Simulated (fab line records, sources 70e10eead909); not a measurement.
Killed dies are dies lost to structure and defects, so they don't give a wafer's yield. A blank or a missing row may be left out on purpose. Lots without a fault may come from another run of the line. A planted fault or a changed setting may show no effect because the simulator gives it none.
A struck lot beside a sound one | flow nand_harc | 15 steps out of a route of 1302
Sound: wafers L929.2, L929.4, L929.6. Struck: wafers L919.1, L919.5. The cause comes at the end.
At each step with rows: each side's tool, then ch and its chambers, then its first start. Under that, the readings that differ: sound wafers | struck wafers | difference of the means | sigmas: that difference in standard deviations of wafers without a fault.
alike: readings whose means differ by less than 2 such deviations, and words and numbers that are the same on both sides. not compared: withheld readings, readings that some wafer has no value for, bounds like >300 that may hide the same value, and numbers for which the record gives no deviation and whose values overlap.
The two part at a step that has a row with sigmas, a row that says differs or no value, or rows on one side only. Numbers that don't overlap but have no deviation are shown without sigmas and don't part them. A reading that every wafer of one side lacks parts them only if that side has two wafers or more.

first, 3 steps without rows for these wafers: NHARC_A_CHANNEL_HOLE_D1_STRIP_41 (strips in N2/H2); NHARC_A_CHANNEL_HOLE_D1_STRIP_42 (strips in CF4/CHF3); NHARC_A_CHANNEL_HOLE_D1_STRIP_43 (strips in O2/COS).
NHARC_A_CHANNEL_HOLE_D1_ETCH_44: etches the open film in CF4/O2, target depth 140 nm, overetch 14 nm, time 77 s.
  sound on rie_diel-12 ch 0,3, day 18 00:48; struck on rie_diel-12 ch 3, day 13 21:55
  reading                | sound                | struck        | difference | sigmas
  throttle_valve_pct (%) | 13.381 13.395 13.387 | 13.419 13.399 | +0.021     | +3
  alike: drypump_motor_current_A, oes_product_au, rf_vpp_V, showerhead_plenum_p_Torr
  not compared: rf_hours_counter_h
NHARC_A_CHANNEL_HOLE_D1_STRIP_27: strips in O2.
  sound on rie_diel-12 ch 0,3; struck on rie_diel-12 ch 0,1
  alike: drypump_motor_current_A, oes_product_au, rf_vpp_V, showerhead_plenum_p_Torr, throttle_valve_pct
  not compared: rf_hours_counter_h
then, 2 steps without rows for these wafers: NHARC_A_CHANNEL_HOLE_D1_PRECLEAN_28 (cleans in SC1); NHARC_A_CHANNEL_HOLE_D1_SRD_29.
NHARC_A_CHANNEL_HOLE_D1_CD_MEAS_30:
  sound on cd_sem-01, day 18 01:37; struck on cd_sem-02, day 13 22:45
  alike: cd_nm
NHARC_A_CHANNEL_HOLE_D1_XSEM_31:
  sound on xsem-02 ch 0, day 18 01:43; struck on xsem-01 ch 0, day 13 22:50
  reading            | sound          | struck    | difference | sigmas
  bot_cd_nm (nm)     | 76.3 72.5 76.6 | 72.0 72.8 | -2.7       | -2
  bow_nm (nm)        | 9.09 9.08 9.12 | 8.55 8.62 | -0.51      | -2
  tilt_deg (degrees) | 0.11 0.11 0.12 | 0.01 0.00 | -0.11      | -3
NHARC_A_CHANNEL_HOLE_D1_INSPECT_40:
  sound on defect_inspect-01, day 18 01:49; struck on defect_inspect-01, day 13 22:56
  alike: raw_defect_count
then, 2 steps without rows for these wafers: NHARC_A_CHANNEL_FILL_D1_PRECLEAN_00 (cleans in SC1); NHARC_A_CHANNEL_FILL_D1_SRD_01.
NHARC_A_CHANNEL_FILL_D1_ALD_02: deposits SiO2, target thk 6 nm, pulse time 10 s, ald cycles 60.
  sound on ald_hk-04 ch 1,3, day 18 02:01; struck on ald_hk-03 ch 2,3, day 13 23:16
  reading    | sound    | struck | difference | sigmas
  ald_cycles | 60 60 60 | 47 47  | -13        |
  alike: heater_power_w, precursor_pulse_height_rel
NHARC_A_CHANNEL_FILL_D1_ALD_03: deposits SiNx, target thk 6 nm, pulse time 60 s, ald cycles 58.
  sound on ald_sin_batch-02 ch 0; struck on ald_sin_batch-03 ch 0
  alike: precursor_pulse_height_rel
  not compared: ald_cycles
then, 1 step without rows for these wafers: NHARC_END_SORT_01.

WHERE THEY PART
First at NHARC_A_CHANNEL_HOLE_D1_ETCH_44; last, within this record, at NHARC_A_CHANNEL_HOLE_D1_XSEM_31. Later steps at which nothing parts them and some readings are alike: NHARC_A_CHANNEL_HOLE_D1_INSPECT_40, NHARC_A_CHANNEL_FILL_D1_ALD_02, NHARC_A_CHANNEL_FILL_D1_ALD_03.

WHY: what the simulator had put in
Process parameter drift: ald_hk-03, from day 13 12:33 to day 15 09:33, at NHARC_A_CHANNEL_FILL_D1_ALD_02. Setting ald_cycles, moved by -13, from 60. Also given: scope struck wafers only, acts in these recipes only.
